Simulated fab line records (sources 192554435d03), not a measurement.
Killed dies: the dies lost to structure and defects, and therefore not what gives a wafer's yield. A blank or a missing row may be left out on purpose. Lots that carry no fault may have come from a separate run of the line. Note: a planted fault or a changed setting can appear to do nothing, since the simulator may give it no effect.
fab line records    flow n5Finfet    part 2 of 2: steps 22 to 32 of 32
[record] lots = 5  wafers = 15  lastDay = 15
route steps=1938 shown BEOL_M11@1576 BEOL_M12@1602
lots that met no fault: from a run of the same line without faults
startH: hours from the record's opening day to when the first of the lot's shown wafers began    waitH: hours since the lot's step before    " the same as in the row above    L1.1+2: a row that stands for several wafers    - no value, or no start given    * or withheld: withheld    < > ~ a bound
route shown NAME@n: names a module that has steps shown in the file, with the first one's number in the route    usual: mean and standard deviation over wafers with no fault    same: alike in all rows    chamber/n: place in a boat    sites: per-site readings    _std_site: their standard deviation    _edge_site: mean of outer sites minus mean of inner sites    radiusMm: for every site, how far away it sits from the centre of the wafer    mask NAME#n: copy n    behind: tool/chamber where the wafer was last shaped    hold: cause of the lot's hold/its duration in hours/its outcome    device: the n, p or np transistor that did not switch    end of line: the same wafers' tests at the end of the route    for a step that has no rows: nothing shown but its recipe    killed: count of dies lost to structure and defects at first sort (not the wafer's yield)    map: dies across one wafer; x = killed, . = not, _ = none there
set.NAME: the setting as run; set.NAME@STEP: as run at that earlier step    model.NAME: the simulator's own value behind a step, which no gauge read
lots at some steps of the route; a table a step, a row a wafer
services: from which hour (startH, from the record's first day; less than 0 if before it) a tool's chamber was out of use, for how many hours, and why
[[steps]]
[step N5_BEOL_M11_THK_MEAS_53]
[recipe] thkMeasGauge = xrf  reads = Cu_of_BEOL_M11_ECD_50
[usual] M11_THK = 141.8/2.7
lot.wafer  tool          chamber  startH  waitH  M11_THK[nm]
L074.1     filmMetro-02  -        236.62  -      145.4
L074.5     "             -        "       "      146.6
L074.6     "             -        "       "      144.4
L078.1     filmMetro-02  -        252.68  -      141.2
L078.2     "             -        "       "      144.8
L078.4     "             -        "       "      142.4
L080.3     filmMetro-01  -        286.28  -      143.1
L080.5     "             -        "       "      144.3
L080.6     "             -        "       "      142.5
L086.4     filmMetro-01  -        315.44  -      141.0
L086.5     "             -        "       "      138.3
L086.6     "             -        "       "      136.0
L091.1     filmMetro-02  -        331.79  -      140.0
L091.4     "             -        "       "      142.8
L091.5     "             -        "       "      139.5
[step N5_BEOL_M11_PRE_CLEAN_55]
[recipe] gas = NH3  timeS = 15  tempC = withheld  rfPowerW = 300
lot.wafer   tool      chamber  startH  waitH
L074.1+5+6  pecvd-01  0,2,1    236.65  0.0
L078.1+2+4  pecvd-02  2,0,0    252.72  0.0
L080.3+5+6  pecvd-02  2,0,1    286.31  0.0
L086.4+5+6  pecvd-03  1,2,0    315.49  0.0
L091.1+4+5  pecvd-01  1        331.83  0.0
[step N5_BEOL_M11_DEP_56]
[recipe] material = SiCN  targetThkA = 300  tempC = withheld  precursor = 3MS/NH3  pressureTorr = 3  rfW = 675  timeS = 10.5
[usual] showerheadPlenumPTorr = 4.167/0.025  throttleValvePct = 18.2/0.66
lot.wafer  tool      chamber  startH  waitH  showerheadPlenumPTorr  throttleValvePct
L074.1     pecvd-01  0        236.68  0.0    4.185                  17.8
L074.5     "         2        "       "      4.148                  17.2
L074.6     "         1        "       "      4.145                  19.2
L078.1     pecvd-02  2        252.74  0.0    4.189                  18.8
L078.2     "         0        "       "      4.152                  18.5
L078.4     "         0        "       "      4.153                  18.9
L080.3     pecvd-02  2        286.34  0.0    4.206                  18.4
L080.5     "         0        "       "      4.153                  18.7
L080.6     "         1        "       "      4.160                  17.2
L086.4     pecvd-03  1        315.51  0.0    4.164                  18.4
L086.5     "         2        "       "      4.128                  17.6
L086.6     "         0        "       "      4.199                  18.8
L091.1     pecvd-01  1        331.86  0.0    4.150                  19.0
L091.4     "         1        "       "      4.140                  19.0
L091.5     "         1        "       "      4.146                  19.2
[step N5_BEOL_M11_RS_MEAS_57]
[recipe] thkMeasGauge = four-point-probe  reads = Cu_of_BEOL_M11_ECD_50+Co_of_BEOL_M11_CVD_75+TaN_of_BEOL_M11_ALD_74
[usual] M11_RS = 0.151/0.0031
lot.wafer  tool          chamber  startH  waitH  M11_RS[ohm/sq]
L074.1     filmMetro-01  -        236.74  0.0    0.149
L074.5     "             -        "       "      0.148
L074.6     "             -        "       "      0.149
L078.1     filmMetro-01  -        252.80  0.0    0.154
L078.2     "             -        "       "      0.149
L078.4     "             -        "       "      0.152
L080.3     filmMetro-01  -        286.40  0.0    0.149
L080.5     "             -        "       "      0.147
L080.6     "             -        "       "      0.150
L086.4     filmMetro-01  -        315.56  0.0    0.152
L086.5     "             -        "       "      0.155
L086.6     "             -        "       "      0.157
L091.1     filmMetro-02  -        331.94  0.1    0.154
L091.4     "             -        "       "      0.151
L091.5     "             -        "       "      0.155
[step N5_BEOL_M11_INSPECT_58]
[recipe] inspectInstrument = darkfield  mode = postDep
[usual] rawDefectCount = 75/24
lot.wafer  tool              chamber  startH  waitH  rawDefectCount
L074.1     defectInspect-02  -        236.77  0.0    59
L074.5     "                 -        "       "      110
L074.6     "                 -        "       "      64
L078.1     defectInspect-02  -        252.83  0.0    95
L078.2     "                 -        "       "      102
L078.4     "                 -        "       "      93
L080.3     defectInspect-01  -        286.43  0.0    77
L080.5     "                 -        "       "      36
L080.6     "                 -        "       "      55
L086.4     defectInspect-02  -        315.59  0.0    97
L086.5     "                 -        "       "      66
L086.6     "                 -        "       "      52
L091.1     defectInspect-01  -        331.97  0.0    49
L091.4     "                 -        "       "      55
L091.5     "                 -        "       "      53
[step N5_BEOL_M12_ILD_DEP_00]
[recipe] material = SiOC  targetThkA = 6589.2  tempC = 350  precursor = DEMS/O2  pressureTorr = 5  rfW = 500  timeS = 130.7
[usual] heaterPowerW = 448/73  showerheadPlenumPTorr = 5.700/0.018  throttleValvePct = 12.0/0.36
lot.wafer  tool      chamber  startH  waitH  heaterPowerW  showerheadPlenumPTorr  throttleValvePct
L074.1     pecvd-03  1        236.81  0.0    525           5.715                  12.2
L074.5     "         1        "       "      480           5.702                  12.4
L074.6     "         0        "       "      439           5.744                  12.0
L078.1     pecvd-04  2        252.87  0.0    513           5.681                  12.0
L078.2     "         1        "       "      477           5.705                  11.9
L078.4     "         0        "       "      353           5.717                  11.6
L080.3     pecvd-01  2        286.46  0.0    428           5.696                  11.8
L080.5     "         0        "       "      406           5.704                  11.9
L080.6     "         2        "       "      338           5.679                  11.4
L086.4     pecvd-04  2        315.67  0.1    510           5.678                  12.2
L086.5     "         0        "       "      349           5.713                  11.5
L086.6     "         1        "       "      405           5.698                  11.7
L091.1     pecvd-03  2        332.00  0.0    306           5.691                  11.4
L091.4     "         2        "       "      325           5.670                  11.6
L091.5     "         1        "       "      531           5.708                  12.2
[step N5_BEOL_M12_THK_MEAS_01]
[recipe] reads = SiOC_of_BEOL_M12_ILD_DEP_00
[usual] M12_ILD_THK = 655/9.2
lot.wafer  tool          chamber  startH  waitH  M12_ILD_THK[nm]
L074.1     filmMetro-01  -        236.99  0.1    656
L074.5     "             -        "       "      659
L074.6     "             -        "       "      655
L078.1     filmMetro-01  -        253.00  0.1    642
L078.2     "             -        "       "      657
L078.4     "             -        "       "      670
L080.3     filmMetro-02  -        286.60  0.1    653
L080.5     "             -        "       "      654
L080.6     "             -        "       "      654
L086.4     filmMetro-01  -        315.76  0.0    646
L086.5     "             -        "       "      664
L086.6     "             -        "       "      668
L091.1     filmMetro-01  -        332.14  0.1    653
L091.4     "             -        "       "      659
L091.5     "             -        "       "      656
[step N5_BEOL_M12_COAT_58]
[recipe] resist = BARC  tempC = 205  timeS = 60  spinRpm = 1500  resistThkNm = 89
[usual] chillPlateTempC = 23.00/0.1
lot.wafer  tool           chamber  startH  waitH  chillPlateTempC
L074.1     lithoTrack-01  0        237.02  0.0    22.92
L074.5     "              0        "       "      22.81
L074.6     "              0        "       "      22.91
L078.1     lithoTrack-05  0        253.03  0.0    23.13
L078.2     "              0        "       "      23.17
L078.4     "              0        "       "      23.06
L080.3     lithoTrack-01  0        286.63  0.0    23.00
L080.5     "              0        "       "      22.93
L080.6     "              0        "       "      23.04
L086.4     lithoTrack-05  0        315.79  0.0    22.87
L086.5     "              0        "       "      22.97
L086.6     "              0        "       "      22.84
L091.1     lithoTrack-01  0        332.17  0.0    23.13
L091.4     "              0        "       "      23.11
L091.5     "              0        "       "      23.14
[step N5_BEOL_M12_COAT_04]
[recipe] spinRpm = 1625  resistThkNm = 400
[usual] chillPlateTempC = 23.00/0.1
lot.wafer  tool           chamber  startH  waitH  chillPlateTempC
L074.1     lithoTrack-01  0        -       -      23.13
L074.5     "              0        "       "      23.03
L074.6     "              0        "       "      23.06
L078.1     lithoTrack-05  0        -       -      23.11
L078.2     "              0        "       "      22.84
L078.4     "              0        "       "      22.98
L080.3     lithoTrack-01  0        -       -      23.01
L080.5     "              0        "       "      23.05
L080.6     "              0        "       "      22.90
L086.4     lithoTrack-05  0        -       -      23.10
L086.5     "              0        "       "      23.10
L086.6     "              0        "       "      23.04
L091.1     lithoTrack-01  0        -       -      23.23
L091.4     "              0        "       "      23.13
L091.5     "              0        "       "      23.05
[step N5_BEOL_M12_EBR_06]
[recipe] solvent = PGMEA  ebrWidthMm = 1.5
[usual] chillPlateTempC = 22.97/0.099
lot.wafer  tool           chamber  startH  waitH  chillPlateTempC
L074.1     lithoTrack-01  0        -       -      23.08
L074.5     "              0        "       "      23.01
L074.6     "              0        "       "      23.12
L078.1     lithoTrack-05  0        -       -      23.21
L078.2     "              0        "       "      23.00
L078.4     "              0        "       "      22.96
L080.3     lithoTrack-01  0        -       -      23.04
L080.5     "              0        "       "      23.02
L080.6     "              0        "       "      23.03
L086.4     lithoTrack-05  0        -       -      23.18
L086.5     "              0        "       "      23.02
L086.6     "              0        "       "      23.08
L091.1     lithoTrack-01  0        -       -      22.89
L091.4     "              0        "       "      23.00
L091.5     "              0        "       "      22.80
[step N5_BEOL_M12_SOFTBAKE_05]
[recipe] tempC = 130  timeS = 60
[usual] chillPlateTempC = 23.02/0.1
lot.wafer  tool           chamber  startH  waitH  chillPlateTempC
L074.1     lithoTrack-01  0        -       -      23.06
L074.5     "              0        "       "      23.09
L074.6     "              0        "       "      22.96
L078.1     lithoTrack-05  0        -       -      23.07
L078.2     "              0        "       "      23.02
L078.4     "              0        "       "      23.05
L080.3     lithoTrack-01  0        -       -      23.03
L080.5     "              0        "       "      22.97
L080.6     "              0        "       "      23.04
L086.4     lithoTrack-05  0        -       -      22.99
L086.5     "              0        "       "      22.96
L086.6     "              0        "       "      22.96
L091.1     lithoTrack-01  0        -       -      23.09
L091.4     "              0        "       "      23.21
L091.5     "              0        "       "      23.07
[[services]]
tool          chamber  startH  hours  kind
ecdCu-01      -        211.78  2.0    repair
cvdCo-01      -        215.00  1.1    repair
pecvd-02      -        217.46  14.6   pm
rieDiel-06    1        217.57  10.0   repair
rieDiel-03    3        222.21  10.9   repair
aldMetal-02   -        233.97  0.9    repair
uvCure-02     -        251.35  1.0    pm
rieDiel-03    -        252.59  14.6   pm
ecdCu-01      -        252.78  7.3    pm
cmp-01        -        255.04  5.6    pm
pecvd-03      -        261.81  1.5    repair
cmp-01        -        262.95  15.5   pm
pecvd-01      2        269.11  12.2   repair
rieDiel-03    2        270.09  9.5    repair
rieDiel-06    -        278.78  15.6   pm
aldMetal-02   2        281.18  43.6   repair
cvdCo-02      -        281.28  3.8    pm
uvCure-02     -        293.86  0.9    repair
cmp-03        -        298.82  4.0    pm
ecdCu-01      -        304.44  2.8    repair
cmp-01        -        312.11  2.6    repair
aldMetal-01   -        320.16  0.7    repair
rtpAnneal-01  -        324.62  2.2    pm
pecvd-01      2        327.12  5.4    repair
